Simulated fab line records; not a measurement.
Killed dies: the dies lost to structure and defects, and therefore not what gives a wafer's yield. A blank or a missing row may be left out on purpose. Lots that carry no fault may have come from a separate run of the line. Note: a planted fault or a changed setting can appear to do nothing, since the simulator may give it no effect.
Comparing a struck lot with a sound one | flow nandHarc | 43 out of 1159 route steps
Sound: the wafers L108.1, L108.4, L108.5. The struck wafers were L117.2, L117.3, L117.5. Last of all comes the cause.
Order at every step that has rows: each side's tool, ch and its chambers, its first start. Under that, the readings that differ: sound wafers | struck wafers | difference of the means | sigmas: that difference in standard deviations of wafers without a fault.
alike: same words and numbers on both sides, and readings whose means sit less than 2 such deviations apart. not compared: any withheld reading, any reading some wafer has no value for, any bound like >300 that may hide the same value, and any number with overlapping values for which the record gives no deviation.
The two part at a step that has a row with sigmas, a row that says differs or no value, or rows on one side only. Numbers that have no deviation but don't overlap get no sigmas and don't part them. A reading that every wafer of one side lacks parts them only if that side has two wafers or more.

first, 9 steps without rows for these wafers: NHARC_P_GATE_OXIDE_02 (material SiO2, target thk 37.5 nm, ox time 365 s); NHARC_P_GATE_DEHYDRATE_03 (time 120 s); NHARC_P_GATE_HMDS_04 (time 30 s); NHARC_P_GATE_COAT_05; NHARC_P_GATE_SOFTBAKE_06 (time 95 s); NHARC_P_GATE_EBR_07; NHARC_P_GATE_EXPOSE_08 (exposes mask P HV); NHARC_P_GATE_PEB_09 (peb time 85 s); NHARC_P_GATE_DEVELOP_10 (time 70 s).
NHARC_P_GATE_CD_MEAS_11 targets a cd of 1640 nm.
  sound on cdSem-01 ch 0, day 7 05:59; struck on cdSem-02 ch 0, day 8 19:56
  alike: cdNm
then, 1 step without rows for these wafers: NHARC_P_GATE_HARDBAKE_12 (time 80 s).
NHARC_P_GATE_DESCUM_13: chemistry O2, time 3 s.
  sound on rieDiel-11 ch 0,1,3, day 7 06:09; struck on rieDiel-11 ch 1,2, day 8 20:06
  alike: chamberPressureMTorr, drypumpMotorCurrentA, oesProductAu, rfVppV, showerheadPlenumPTorr, throttleValvePct
  not compared: rfHoursCounterH
NHARC_P_GATE_ETCH_14: etches SiO2 in dHF, target depth 48.8 nm.
  sound on wetBench-02 ch 1,4,7, day 7 06:17; struck on wetBench-03 ch 1,4,7, day 8 20:14
then, 6 steps without rows for these wafers: NHARC_P_GATE_STRIP_15 (strips in SPM, time 780 s); NHARC_P_GATE_PRECLEAN_71 (cleans in SC1); NHARC_P_GATE_SRD_72; NHARC_P_GATE_OXIDE_16 (material SiO2, target thk 3 nm, ox time 392 s); NHARC_P_GATE_CVD_17 (deposits poly-Si, target thk 150 nm, time 900 s); NHARC_P_GATE_HM_DEP_102 (deposits aC, target thk 120 nm).
NHARC_P_GATE_DEP_103: deposits SiON, target thk 30 nm.
  sound on pecvd-01 ch 0,1, day 7 19:56; struck on pecvd-01 ch 1,2, day 9 08:39
  alike: heaterPowerW
then, 8 steps without rows for these wafers: NHARC_P_GATE_DEHYDRATE_18 (time 120 s); NHARC_P_GATE_HMDS_19 (time 30 s); NHARC_P_GATE_COAT_20 (resist thk 90 nm); NHARC_P_GATE_SOFTBAKE_21 (time 55 s); NHARC_P_GATE_EBR_22; NHARC_P_GATE_EXPOSE_23 (exposes mask P GATE, target cd 120 nm); NHARC_P_GATE_PEB_24 (peb time 65 s); NHARC_P_GATE_DEVELOP_25 (develop time 35 s).
NHARC_P_GATE_CD_MEAS_26 targets a cd of 120 nm.
  sound on cdSem-02 ch 0, day 7 20:37; struck on cdSem-02 ch 0, day 9 09:28
  alike: cdNm
NHARC_P_GATE_OVL_MEAS_27:
  struck on overlay-02, day 9 09:33; sound on overlay-01, day 7 20:43
  alike: overlayXNm, overlayYNm
NHARC_P_GATE_INSPECT_28:
  struck on defectInspect-01, day 9 09:35; sound on defectInspect-01, day 7 20:45
  alike: rawDefectCount
then, 1 step without rows for these wafers: NHARC_P_GATE_DESCUM_31 (chemistry O2, time 3 s).
NHARC_P_GATE_ETCH_104: etches the open film in CF4/CHF3, target depth 60 nm.
  sound on rieDiel-11 ch 0,2,3, day 7 20:54; struck on rieDiel-11 ch 0,1,3, day 9 09:47
  alike: chamberPressureMTorr, drypumpMotorCurrentA, oesProductAu, rfVppV, showerheadPlenumPTorr, throttleValvePct
then, 3 steps without rows for these wafers: NHARC_P_GATE_HM_OPEN_105 (chemistry O2/COS, target depth 360 nm); NHARC_P_GATE_STRIP_106 (strips in O2/COS); NHARC_P_GATE_ETCH_114 (etches the open film in CF4/O2, target depth 30 nm, overetch 3 nm, time 16.5 s).
NHARC_P_GATE_ETCH_32: etches the open film in HBr/Cl2, target depth 150 nm, time 100.1 s.
  sound on rieSi-05 ch 0,2,3, day 7 21:19; struck on rieSi-04 ch 2,3, day 9 10:10
reading                  | sound             | struck            | difference | sigmas
drypumpMotorCurrentA (A) | 6.06 6.24 6.47    | 5.85 5.50 5.53    | -0.63      | -2
oesProductAu (a.u.)      | 1.007 1.031 1.017 | 0.995 0.999 0.992 | -0.023     | -2
  alike: chamberPressureMTorr, throttleValvePct
  not compared: rfHoursCounterH
NHARC_P_GATE_STRIP_108: strips in O2.
  sound on rieDiel-11 ch 0,1,2, day 7 21:27; struck on rieDiel-11 ch 1,2, day 9 10:20
  alike: chamberPressureMTorr, drypumpMotorCurrentA, oesProductAu, rfVppV, showerheadPlenumPTorr, throttleValvePct
  not compared: rfHoursCounterH
NHARC_P_GATE_CD_MEAS_33:
  struck on cdSem-03, day 9 10:30; sound on cdSem-02, day 7 21:37
  alike: cdNm
then, 3 steps without rows for these wafers: NHARC_P_GATE_STRIP_35 (strips in SPM, time 600 s); NHARC_P_GATE_PRECLEAN_73 (cleans in SC1); NHARC_P_GATE_SRD_74.
-- record jumps: 14 days between struck wafers' starts before vs after; left off in module P_GATE, resumes in module END, first step shown is number 1159 of the route --
NHARC_END_SORT_01:
  at this point the record logs the struck wafers (prober-02 ch 0, day 23 22:08) and has no rows for the sound ones

## WHERE THEY PART
First at NHARC_P_GATE_ETCH_32; last, within this record, at NHARC_END_SORT_01.

WHY: what had been put in by the simulator
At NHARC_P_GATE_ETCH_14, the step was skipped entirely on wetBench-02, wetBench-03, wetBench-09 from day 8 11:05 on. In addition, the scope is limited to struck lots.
